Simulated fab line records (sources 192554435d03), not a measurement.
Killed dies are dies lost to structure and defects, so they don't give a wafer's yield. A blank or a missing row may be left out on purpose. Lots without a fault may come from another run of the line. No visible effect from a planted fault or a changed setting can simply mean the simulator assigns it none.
Matching of chambers | flow n5Finfet | N5_BEOL_M9_STRIP_67 on rieDiel-06: 4 sister chambers
The step strips in CF4. 4 wafers are shown with their chamber, then 7 later ones without.

## EACH WAFER AND ITS CHAMBER
wafer  | chamber | drypumpMotorCurrentA (A)
L089.1 | 2       | 6.02
L089.5 | 0       | 5.89
L090.1 | 3       | 5.41
L090.2 | 1       | 6.21

## WAFERS WHOSE CHAMBER IS MISSING
wafer  | drypumpMotorCurrentA (A)
L090.4 | 6.00
L094.1 | 5.90
L094.2 | 6.00
L094.5 | 5.38
L096.3 | 5.99
L096.5 | 5.42
L096.6 | 5.86

## EACH ONE'S CHAMBER
wafer  | from the rows above | in truth
L090.4 | 2                   | 2
L094.1 | 0                   | 0
L094.2 | 2                   | 2
L094.5 | 3                   | 3
L096.3 | 2                   | 2
L096.5 | 3                   | 3
L096.6 | 0                   | 0
Placed correctly: 7 of 7. Can't be placed from these rows: 0. Number placed wrongly: 0.
How it was worked out, from the rows above alone: a wafer's distance from a chamber is the root of the sum, over the readings, of the square of ((its reading less the chamber's mean) divided by the reading's scatter). If the next closest chamber is less than 2 further off than the closest, the wafer can't be placed; otherwise it belongs to the closest. For every chamber, the mean is computed from those of its wafers that are shown. The scatter: root of mean squared gap, hidden wafer to nearest shown wafer, with one shown wafer a chamber.
